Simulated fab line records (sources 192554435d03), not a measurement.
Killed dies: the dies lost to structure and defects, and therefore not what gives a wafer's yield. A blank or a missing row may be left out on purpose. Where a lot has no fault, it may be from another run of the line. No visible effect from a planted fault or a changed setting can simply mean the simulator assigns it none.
Struck lot and sound lot, side by side || flow n5-finfet || 36 out of 1938 route steps
Sound: these wafers, L205.2, L205.5, L205.6. Struck: wafer L192.5. (L192.1 of the same lot was not struck and is left out.) The cause comes at the end.
Order at every step that has rows: each side's tool, ch and its chambers, its first start. Under that, the readings that differ: sound wafers || struck wafers || difference of the means || sigmas: that difference in standard deviations of wafers without a fault.
alike: words and numbers the same on both sides, and readings whose means are apart by under 2 such deviations; not compared: readings that were withheld, readings missing a value for some wafer, numbers with overlapping values and no deviation given by the record, and bounds like >300 which may hide the same value.
The two part at a step that has a row with sigmas, a row that says differs or no value, or rows on one side only. Non-overlapping numbers with no deviation appear without sigmas and do not part them. Lack of a reading on every wafer of one side parts them only where that side has two or more wafers.

first, 9 steps without rows for these wafers: N5_SD_EPI_N_DEVELOP_08 (develop time 30 s); N5_SD_EPI_N_DESCUM_14 (chemistry O2, time 7.9 s); N5_SD_EPI_N_ETCH_34 (etches SiARC in CF4, target depth 45.5 nm, time 75.8 s); N5_SD_EPI_N_ETCH_35 (etches SOC in N2/H2, overetch 108 nm, time 486 s); N5_SD_EPI_N_STRIP_36 (strips in N2/H2); N5_SD_EPI_N_ETCHBACK_44 (etches SiNx in CH3F/O2, stops on SiO2, target depth 14.5 nm); N5_SD_EPI_N_ETCH_45 (etches SiOCN in CH3F/O2, target depth 6 nm); N5_SD_EPI_N_ETCH_16 (etches SiO2 in CHF3/O2, target depth 5 nm); N5_SD_EPI_N_STRIP_47 (strips in CHF3/O2).
N5_SD_EPI_N_SD_RECESS_17: chemistry HBr/Cl2/O2, target depth 41 nm, time 23.7 s, bt time 3 s.
  sound on rie-si-03 ch 1,2, day 8 21:44; struck on rie-si-02 ch 1, day 5 09:22
{"reading": "oes-product-au (a.u.)", "sound": "1.031 1.025 1.005", "struck": 1.135, "difference": "+0.115", "sigmas": "+8"}
{"reading": "model.etch.depth-nm (nm)", "sound": "41.06 41.18 40.68", "struck": 63.51, "difference": "+22.54", "sigmas": ""}
{"reading": "model.SD_EPI_N.feature-depth-nm (nm)", "sound": "41 41.2 40.6", "struck": 63.6, "difference": "+22.7", "sigmas": ""}
{"reading": "model.Si_of_WELL_APT_EPI_41.thk-nm (nm)", "sound": "9.6 9.6 10.4", "struck": 4.2, "difference": -5.7, "sigmas": ""}
  alike: drypump-motor-current-A, throttle-valve-pct
  not compared: rf-hours-counter-h
then, 2 steps without rows for these wafers: N5_SD_EPI_N_STRIP_38 (strips in N2/H2); N5_SD_EPI_N_WET_ETCH_43 (etches SiO2 in dHF, time 14 s, target depth 1.5 nm).
N5_SD_EPI_N_STRIP_18: strips in SPM, time 750 s.
  sound on wet-bench-01 ch 0,2,5, day 8 21:55; struck on wet-bench-01 ch 2, day 5 09:32
{"reading": "model.Si_of_WELL_APT_EPI_41.thk-nm (nm)", "sound": "9.2 9.2 10", "struck": 4, "difference": -5, "sigmas": ""}
  alike: bath-heat-duty-pct
then, 21 steps without rows for these wafers: N5_SD_EPI_N_SRD_20 (time 30 s); N5_SD_EPI_N_PRECLEAN_48 (cleans in NF3:NH3, afs cycles 2, time 20 s, sublimation time 60 s); N5_SD_EPI_N_VAPOR_ETCH_50 (etches Si in HCl, time 54 s); N5_SD_EPI_N_EPI_21 (deposits Si:P, time 690 s); N5_SD_EPI_N_PRECLEAN_24 (cleans in O3/DIW, time 60 s); N5_SD_EPI_N_SRD_25 (time 30 s); N5_SD_EPI_N_PRECLEAN_49 (cleans in NF3:NH3, afs cycles 1, time 20 s, sublimation time 60 s); N5_SD_EPI_N_LINER_46 (material SiNx, target thk 3 nm); N5_SD_EPI_P_COAT_34 (time 60 s, resist thk 350 nm); N5_SD_EPI_P_COAT_35 (time 60 s, resist thk 35 nm); N5_SD_EPI_P_COAT_03 (resist thk 150 nm); N5_SD_EPI_P_EBR_05; N5_SD_EPI_P_SOFTBAKE_04 (time 60 s); N5_SD_EPI_P_EXPOSE_06 (exposes mask SD P BLK, target cd 240 nm); N5_SD_EPI_P_PEB_07 (peb time 60 s); N5_SD_EPI_P_DEVELOP_08 (develop time 30 s); N5_SD_EPI_P_DESCUM_14 (chemistry O2, time 7.9 s); N5_SD_EPI_P_ETCH_36 (etches SiARC in CF4, target depth 45.5 nm, time 75.8 s); N5_SD_EPI_P_ETCH_37 (etches SOC in N2/H2, overetch 108 nm, time 486 s); N5_SD_EPI_P_STRIP_38 (strips in N2/H2); N5_SD_EPI_P_ETCHBACK_46 (etches SiNx in CH3F/O2, stops on SiO2, target depth 17.5 nm).
-- here the record skips 5 days between the struck wafers' starts before and after, leaving off in module SD_EPI_P and picking up in module BEOL_M4 (first step shown: number 1111 of the route) --
N5_BEOL_M4_RC_MEAS_101:
  sound on prober-01 ch 0, day 15 05:52; struck on prober-02 ch 0, day 10 04:43
{"reading": "IOFF_P (nA/um)", "sound": "0.26 0.23 0.21", "struck": 0.17, "difference": -0.06, "sigmas": -2}
{"reading": "VT_P (mV)", "sound": "-243 -245 -248", "struck": -253, "difference": -8, "sigmas": -2}
  alike: DIBL_P, ION_P, SS_P
  not compared: CJ_N, DIBL_N, EOT_N, IGATE_N, IOFF_N, IOFF_N_85C, IOFF_N_LIN, IOFF_N_LONG, ION_N, RC_DENSE_N, RC_N, REXT_N, RS_SD_N, SS_N, VT_N, VT_N_LONG, VT_N_LVT
-- here the record skips 5 days between the struck wafers' starts before and after, leaving off in module BEOL_M4 and picking up in module PASSIVATION (first step shown: number 1936 of the route) --
N5_PASSIVATION_PROBE_49:
  struck on prober-02, day 15 02:34; sound on prober-01, day 19 18:01
{"reading": "killed-at-other", "sound": "11 13 9", "struck": 2, "difference": -9, "sigmas": -3}
{"reading": "sort_bin_4_leakage (%)", "sound": "0 0 0", "struck": 91.95, "difference": "+91.95", "sigmas": "+99 or more"}
{"reading": "sort-n-pass", "sound": "1072 1074 1079", "struck": 0, "difference": -1075, "sigmas": -72}
{"reading": "sort-yield-pct (%)", "sound": "90.8 91.0 91.4", "struck": 0, "difference": -91, "sigmas": -70}
  alike: defect-limited-yield, killed_at_M0_to_M3, killed_at_M4_up, killed-at-contacts, killed-at-front-end, killed-dies, killed-on-rim, killed-open, killed-short, sort_bin_5_function, sort_bin_6_memory, sort_bin_8_speed

== WHERE THEY PART ==
First at N5_SD_EPI_N_SD_RECESS_17; last, within this record, at N5_PASSIVATION_PROBE_49.

WHY: what the simulator had put in
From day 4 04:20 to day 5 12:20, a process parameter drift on rie-si-02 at N5_SD_EPI_N_SD_RECESS_17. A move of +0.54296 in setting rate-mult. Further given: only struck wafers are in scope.
